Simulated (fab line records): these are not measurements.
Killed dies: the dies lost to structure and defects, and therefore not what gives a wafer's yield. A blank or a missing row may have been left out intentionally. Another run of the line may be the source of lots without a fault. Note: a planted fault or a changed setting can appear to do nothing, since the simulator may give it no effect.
One fault seen from 3 desks | flow nand harc | only its own numbers are on each desk; what lay behind them is given at the end

DESK OF THE TOOL OWNER: cmp-04
The tool's own readings at NHARC_A_DECK1_JOINT_CMP_13 (polishes, target thk 51.023 nm): means of the sampled wafers that have a number, for each lot that ran on this tool. Marked OUT: a lot whose mean sits more than 4 standard deviations from the usual mean, which makes it out of limits; the brackets give that distance.
Columns: A = motor current A at NHARC_A_DECK1_JOINT_CMP_13, usual 11.4 A; B = time to endpoint s at NHARC_A_DECK1_JOINT_CMP_13, usual 8.7 s
lot  | first seen here | A    | B
L900 | day 13 13:11    | 11.7 | 6.6
L912 | day 18 08:19    | 10.9 | 10.1
L913 | day 19 00:39    | 11.3 | 12.4
This desk's verdict: no lot among the 3 shows anything out of limits.

THE METROLOGY DESK
What the gauges read, lot by lot, whatever tool the lot ran on: means of the sampled wafers that have a number. Marked OUT: a lot whose mean sits more than 4 standard deviations from the usual mean, which makes it out of limits; the brackets give that distance.
Columns: A = thk nm at NHARC_A_DECK1_JOINT_THK_MEAS_14, usual 50.9 nm
lot  | first seen here | A
L895 | day 11 01:51    | 52.0
L900 | day 13 13:26    | 50.1
L902 | day 14 02:51    | 52.0
L912 | day 18 08:33    | 49.7
L913 | day 19 00:55    | 50.7
L916 | day 20 08:16    | 52.4
This desk's verdict: no lot among the 6 shows anything out of limits.

THE DEFECT DESK
Inspection counts along the route, by lot: the mean over sampled wafers that carry a number. Marked OUT: a lot whose mean sits more than 4 standard deviations from the usual mean, which makes it out of limits; the brackets give that distance.
Columns: A = raw defect count at NHARC_A_CHANNEL_FILL_D1_INSPECT_13, usual 305
lot  | first seen here | A
L895 | day 10 15:14    | 317
L900 | day 13 02:58    | 247
L902 | day 13 16:00    | 309
L912 | day 17 21:53    | 355
L913 | day 18 13:43    | 423
L916 | day 19 21:52    | 297
This desk's verdict: no lot among the 6 shows anything out of limits.

BROUGHT TOGETHER
The desk of the tool owner found nothing out of limits.
Nothing out of limits was seen by the metrology desk.
Nothing out of limits was seen by the defect desk.

WHAT THE SIMULATOR HAD INSERTED
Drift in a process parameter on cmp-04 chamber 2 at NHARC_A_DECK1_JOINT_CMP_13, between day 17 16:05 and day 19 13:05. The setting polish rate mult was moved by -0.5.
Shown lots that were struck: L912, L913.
